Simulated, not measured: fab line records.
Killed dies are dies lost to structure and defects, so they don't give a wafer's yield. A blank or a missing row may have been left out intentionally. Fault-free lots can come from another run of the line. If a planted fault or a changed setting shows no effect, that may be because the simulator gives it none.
Comparing a struck lot with a sound one + flow n5_finfet + 41 out of 1938 route steps
Sound: wafers L686.2, L686.3, L686.6. Struck: wafers L685.2, L685.5, L685.6. The cause is named last.
Order at every step that has rows: each side's tool, ch and its chambers, its first start. Under that, the readings that differ: sound wafers + struck wafers + difference of the means + sigmas: that difference in standard deviations of wafers without a fault.
alike: readings whose means differ by less than 2 such deviations, and words and numbers that are the same on both sides. not compared: withheld readings, readings that some wafer has no value for, bounds like >300 that may hide the same value, and numbers for which the record gives no deviation and whose values overlap.
A row with sigmas, a row that says differs or no value, or rows on one side alone: a step with any of these is where the two part. Non-overlapping numbers with no deviation appear without sigmas and do not part them. A reading that every wafer of one side lacks parts them only if that side has two wafers or more.

first, 9 steps without rows for these wafers: N5_DUMMY_GATE_COAT_28 (time 60 s, resist thk 10 nm); N5_DUMMY_GATE_COAT_09 (resist thk 30 nm); N5_DUMMY_GATE_EBR_11; N5_DUMMY_GATE_SOFTBAKE_10 (time 60 s); N5_DUMMY_GATE_EXPOSE_12 (exposes mask GATE, target cd 25 nm); N5_DUMMY_GATE_PEB_13 (peb time 60 s); N5_DUMMY_GATE_DEVELOP_14 (develop time 30 s); N5_DUMMY_GATE_DESCUM_20 (chemistry O2, time 6.2 s); N5_DUMMY_GATE_ETCH_29 (etches underlayer in N2/H2, target depth 13 nm).
N5_DUMMY_GATE_ETCH_36: etches SiARC in CF4, target depth 13 nm.
  sound on rie_diel-05 ch 0,1,2, day 7 09:18; struck on rie_diel-02 ch 0,3, day 7 09:31
  alike: drypump_motor_current_A, oes_product_au, rf_vpp_V, showerhead_plenum_p_Torr, throttle_valve_pct
  not compared: rf_hours_counter_h
then, 18 steps without rows for these wafers: N5_DUMMY_GATE_ETCH_37 (etches SOC in N2/H2, target depth 60 nm, overetch 30 nm); N5_DUMMY_GATE_STRIP_38 (strips in N2/H2); N5_DUMMY_GATE_STRIP_39 (strips in N2/H2); N5_DUMMY_GATE_TRIM_49 (chemistry O2, time 29 s, target cd 14 nm); N5_DUMMY_GATE_STRIP_40 (strips in CF4); N5_DUMMY_GATE_ETCH_31 (etches SiO2 in C4F6/O2, target depth 82.5 nm, time 27.5 s); N5_DUMMY_GATE_STRIP_41 (strips in O2); N5_DUMMY_GATE_HM_OPEN_21 (chemistry CH3F/O2, target SiNx, target depth 120 nm, time 171.4 s); N5_DUMMY_GATE_ETCH_32 (etches SiO2 in CF4, target depth 3.5 nm, time 3.9 s); N5_DUMMY_GATE_ETCH_23 (etches poly-Si in HBr/Cl2/O2, target depth 41 nm, time 22.3 s); N5_DUMMY_GATE_ETCH_44 (etches poly-Si in HBr/O2, stops on SiO2, target depth 127.5 nm); N5_DUMMY_GATE_ETCH_42 (etches SiO2 in CHF3/O2, target depth 3.5 nm, time 31 s); N5_DUMMY_GATE_STRIP_48 (strips in N2/H2, time 20 s); N5_DUMMY_GATE_PRECLEAN_33 (cleans in dHF, time 10 s); N5_DUMMY_GATE_PRECLEAN_25 (cleans in O3/DIW, time 45 s); N5_DUMMY_GATE_PRECLEAN_51 (cleans in SC2, time 45 s); N5_DUMMY_GATE_SRD_26 (time 30 s); N5_DUMMY_GATE_UV_OZONE_45 (time 120 s).
N5_DUMMY_GATE_INSPECT_27: inspects for defects (brightfield).
  struck on defect_inspect-02, day 7 10:40; sound on defect_inspect-02, day 7 10:23
| reading          | sound       | struck      | difference | sigmas |
|------------------|-------------|-------------|------------|--------|
| raw_defect_count | 365 376 349 | 890 887 866 | +518       | +6     |
then, 3 steps without rows for these wafers: N5_SPACER0_ALD_07 (deposits SiNx, target thk 2 nm); N5_SPACER0_ALD_00 (deposits SiOCN, target thk 3.5 nm, pulse time 3 s, purge time 2 s); N5_SPACER0_ALD_08 (deposits SiNx, target thk 2 nm).
N5_SPACER0_INSPECT_04: inspects for defects (darkfield).
  struck on defect_inspect-01, day 7 11:16; sound on defect_inspect-01, day 7 10:59
| reading          | sound       | struck      | difference | sigmas |
|------------------|-------------|-------------|------------|--------|
| raw_defect_count | 191 179 158 | 710 654 665 | +500       | +15    |
then, 4 steps without rows for these wafers: N5_SD_EPI_N_COAT_32 (time 60 s, resist thk 350 nm); N5_SD_EPI_N_COAT_33 (time 60 s, resist thk 35 nm); N5_SD_EPI_N_COAT_03 (resist thk 150 nm); N5_SD_EPI_N_EBR_05.
N5_SD_EPI_N_INSPECT_11: inspects for defects (macro).
  struck on defect_inspect-02, day 7 11:43; sound on defect_inspect-01, day 7 11:26
| reading          | sound | struck         | difference | sigmas |
|------------------|-------|----------------|------------|--------|
| raw_defect_count | 3 3 3 | >300 >300 >300 | differs    |        |
N5_SD_EPI_N_INSPECT_26: inspects for defects (darkfield).
  struck on defect_inspect-01, day 7 17:33; sound on defect_inspect-02, day 7 15:28
| reading          | sound       | struck      | difference | sigmas |
|------------------|-------------|-------------|------------|--------|
| raw_defect_count | 274 222 227 | 766 738 712 | +498       | +12    |
N5_SD_EPI_P_INSPECT_26: inspects for defects (darkfield).
  struck on defect_inspect-01, day 8 00:12; sound on defect_inspect-02, day 7 20:46
| reading          | sound       | struck      | difference | sigmas |
|------------------|-------------|-------------|------------|--------|
| raw_defect_count | 232 221 216 | 737 680 724 | +491       | +14    |
-- a jump in the record: the struck wafers' starts before and after are 9 days apart (it breaks off in module SD_EPI_P and resumes in module PASSIVATION, where the first step shown is number 1936 of the route) --
N5_PASSIVATION_PROBE_49:
  struck on prober-02, day 16 22:04; sound on prober-01, day 16 18:35
| reading             | sound     | struck      | difference | sigmas |
|---------------------|-----------|-------------|------------|--------|
| killed_at_front_end | 35 33 49  | 149 180 143 | +118       | +11    |
| killed_dies         | 91 84 106 | 221 229 200 | +123       | +6     |
  alike: killed_at_M0_to_M3, killed_at_M4_up, killed_at_contacts, killed_at_other, killed_open, killed_short

== WHERE THEY PART ==
At N5_DUMMY_GATE_INSPECT_27 first; at N5_PASSIVATION_PROBE_49 last (within this record only).

WHY: what the simulator had put in
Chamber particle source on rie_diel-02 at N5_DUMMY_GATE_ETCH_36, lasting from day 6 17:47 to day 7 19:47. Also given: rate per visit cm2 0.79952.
